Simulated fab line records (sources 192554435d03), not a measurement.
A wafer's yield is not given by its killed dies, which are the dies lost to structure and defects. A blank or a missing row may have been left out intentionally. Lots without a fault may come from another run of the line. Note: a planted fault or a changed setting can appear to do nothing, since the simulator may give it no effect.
Split-lot study	flow n5 finfet	on a route of 1938 steps: 7 lots, 21 wafers read

## SPLIT DETAILS
At N5_BEOL_M2_DESCUM_33 (chemistry O2, time 7 s), the setting time s was moved away from the recipe's 7 s on 6 of the 21 wafers read, by -20.9% to +17.8%. All remaining wafers had this setting at the recipe value.

The reading comes from the split's own step.

## THE READING
CAR-EUV_of_BEOL_M2_COAT_22.thk nm (the simulator's own value, which no gauge read), in nm, at N5_BEOL_M2_DESCUM_33 (chemistry O2, time 7 s). The file gives no usual value for it. Across the 15 wafers here that went through the recipe, the average is 26.2 nm and the standard deviation 0.073 nm.

wafer	tool, chamber at the split	time s as run, s	against the recipe	CAR-EUV_of_BEOL_M2_COAT_22.thk nm, nm	against lot-mates on the recipe
L078.1	rie diel-06, 1,2	7	recipe	26.2	-
L078.5	rie diel-06, 1,2	7	recipe	26.2	-
L078.4	rie diel-06, 3	7	recipe	26	-
L081.2	rie diel-05, 1,0,1	7	recipe	26.2	-
L081.3	rie diel-05, 1,0,1	7	recipe	26.2	-
L081.5	rie diel-05, 1,0,1	7	recipe	26.2	-
L080.3	rie diel-05, 0	6.198	-11.5%	26.6	+0.4
L080.4	rie diel-05, 1,2	7	recipe	26.2	-
L080.6	rie diel-05, 1,2	7	recipe	26.2	-
L088.1	rie diel-04, 0	7	recipe	26.4	-
L088.3	rie diel-04, 2,0	5.534	-20.9%	27	+0.6
L088.5	rie diel-04, 2,0	5.534	-20.9%	27	+0.6
L091.1	rie diel-05, 3,0,2	7	recipe	26.2	-
L091.2	rie diel-05, 3,0,2	7	recipe	26.2	-
L091.6	rie diel-05, 3,0,2	7	recipe	26.2	-
L093.1	rie diel-06, 3	8.246	+17.8%	25.4	no lot-mate on the recipe
L093.2	rie diel-06, 1,0	8.246	+17.8%	25.6	no lot-mate on the recipe
L093.4	rie diel-06, 1,0	8.246	+17.8%	25.6	no lot-mate on the recipe
L096.2	rie diel-04, 1,0,1	7	recipe	26.2	-
L096.5	rie diel-04, 1,0,1	7	recipe	26.2	-
L096.6	rie diel-04, 1,0,1	7	recipe	26.2	-
If several chambers appear in one row, that row covers several wafers at once and the file leaves open which wafer was in which chamber.

FIT RESULTS
A straight line over all 21 wafers: CAR-EUV_of_BEOL_M2_COAT_22.thk nm changes by -0.0376 nm for each +1% of time s; r = -0.98; the points scatter about the line by 0.075 nm.
The same after taking each lot's own level away (the mean of its wafers on the recipe; 18 wafers): -0.0294 nm for each +1%; r = -0.98; scatter 0.044 nm.
According to that fit, moving time s by its largest amount changes the reading by 0.62 nm.
From 26.13 to 26.40 nm: that is the span of the lots' own levels, equal to 3.7 times the standard deviation above.
In other words, the slope is changed by the lot-to-lot level; the two fits disagree.
Check: +0.63 nm against its lot-mates is what the line predicts for one of the wafers moved furthest among these (-20.9%) when that wafer is left out of the fit. It came out at +0.6 nm against them.

## THESE WAFERS: OTHER SPLITS
These wafers also went through other splits before the reading. Each is held against what the fit with the lots' levels taken away leaves over:
other split on the same wafers	wafers away from the commonest value	r with CAR-EUV_of_BEOL_M2_COAT_22.thk nm (lot level and that fit taken away)
N5_BEOL_M2_COAT_67 spin rpm	7	+0.16

## THE FILE'S OWN FIT
CAR-EUV_of_BEOL_M2_COAT_22.thk nm changes by -0.0301 nm for each +1% of time s, r = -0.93.
